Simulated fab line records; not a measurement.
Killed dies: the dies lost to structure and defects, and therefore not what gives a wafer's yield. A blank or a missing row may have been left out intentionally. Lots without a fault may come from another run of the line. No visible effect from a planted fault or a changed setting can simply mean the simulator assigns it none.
Split-lot experiment -- flow n5 finfet -- route with 1938 steps; 7 lots, 21 wafers read

== THE SPLIT ==
At N5_SDB_COAT_05 (resist thk 90 nm), the setting spin rpm was moved away from the recipe's 1500 rpm on 4 of the 21 wafers read, by +3.9% to +9.8%. The other wafers ran this setting at the recipe's value.

== FROM THE SPLIT TO THE READING: what the file shows between them, 2 steps ==
- N5_SDB_EXPOSE_08: exposes mask SDB (also split here: dose mj)
- N5_SDB_PEB_09: peb time 60 s

== THE READING ==
CAR-ArF_of_SDB_COAT_05.thk nm (the simulator's own value, which no gauge read), in nm, at N5_SDB_DEVELOP_10 (develop time 30 s). There is no usual value for it anywhere in the file. Average 88.2 nm, standard deviation 0.22 nm, over the 17 wafers here run with the recipe.

wafer,"tool, chamber at the split","spin rpm as run, rpm",against the recipe,"CAR-ArF_of_SDB_COAT_05.thk nm, nm",against lot-mates on the recipe
L077.2,"litho track-01, 0",1500,recipe,88.4,-
L077.5,"litho track-01, 0",1500,recipe,88.4,-
L077.4,"litho track-01, 0",1500,recipe,88.6,-
L079.1,"litho track-04, 0",1558,+3.9%,86.2,-2.0
L079.5,"litho track-04, 0",1558,+3.9%,86.4,-1.8
L079.6,"litho track-04, 0",1500,recipe,88.2,-
L082.1,"litho track-01, 0",1500,recipe,88.2,-
L082.5,"litho track-01, 0",1500,recipe,88.2,-
L082.2,"litho track-01, 0",1500,recipe,88.4,-
L085.1,"litho track-01, 0",1500,recipe,88,-
L085.5,"litho track-01, 0",1500,recipe,88.2,-
L085.6,"litho track-01, 0",1500,recipe,87.6,-
L089.1,"litho track-01, 0",1500,recipe,88.2,-
L089.2,"litho track-01, 0",1500,recipe,88.2,-
L089.6,"litho track-01, 0",1500,recipe,88.4,-
L093.4,"litho track-04, 0",1647,+9.8%,84,-4.4
L093.5,"litho track-04, 0",1647,+9.8%,84.2,-4.2
L093.6,"litho track-04, 0",1500,recipe,88.4,-
L095.1,"litho track-05, 0",1500,recipe,88.2,-
L095.2,"litho track-05, 0",1500,recipe,88.4,-
L095.4,"litho track-05, 0",1500,recipe,88,-

THE FIT
A straight line over all 21 wafers: CAR-ArF_of_SDB_COAT_05.thk nm changes by -0.43 nm for each +1% of spin rpm; r = -0.99; the points scatter about the line by 0.23 nm.
The same after taking each lot's own level away (the mean of its wafers on the recipe; 21 wafers): -0.444 nm for each +1%; r = -0.99; scatter 0.15 nm.
Per that fit: largest spin rpm move, reading shift of 4.4 nm.
Measured against the standard deviation above, the lots' own levels, which go from 87.93 to 88.47 nm, span 2.4 times it.
Consequently the slope shifts little with the lot-to-lot level, the two slopes agreeing.
Check: with one of the wafers moved furthest among these (+9.8%) left out of the fit, the line predicts -4.34 nm for it against its lot-mates. Against them it came out at -4.4 nm.

== FURTHER SPLITS ON THESE WAFERS ==
Note: prior to the reading, these wafers also went through further splits. Each is held against what the fit with the lots' levels taken away leaves over:
other split on the same wafers,wafers away from the commonest value,r with CAR-ArF_of_SDB_COAT_05.thk nm (lot level and that fit taken away)
N5_ZERO_LAYER_COAT_05 spin rpm,9,-0.11
N5_ZERO_LAYER_DEVELOP_10 develop time s,8,-0.07
N5_FIN_SAQP_EXPOSE_13 dose mj,5,+0.36
N5_FIN_SAQP_PEB_14 peb time s,9,+0.11
N5_DUMMY_GATE_HM_DEP_06 time s,9,+0.02
N5_SD_EPI_N_EPI_21 time s,6,+0.35
N5_SD_EPI_P_COAT_34 spin rpm,9,+0.19
N5_SDB_EXPOSE_08 dose mj,6,-0.01

== THE WHOLE CHAIN: every reading that the file lists as answering this split, in the file's order ==
step,what it does,reading,change (the file's fit),r (the file's)
N5_SDB_COAT_05,resist thk 90 nm,"CAR-ArF_of_SDB_COAT_05.thk nm (the simulator's own value, which no gauge read)",-0.43 nm for each +1% of the setting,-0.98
N5_SDB_DEVELOP_10,develop time 30 s,"CAR-ArF_of_SDB_COAT_05.thk nm (the simulator's own value, which no gauge read)",-0.446 nm for each +1% of the setting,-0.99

== THE FILE'S OWN FIT ==
CAR-ArF_of_SDB_COAT_05.thk nm changes by -0.446 nm for each +1% of spin rpm, r = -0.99.
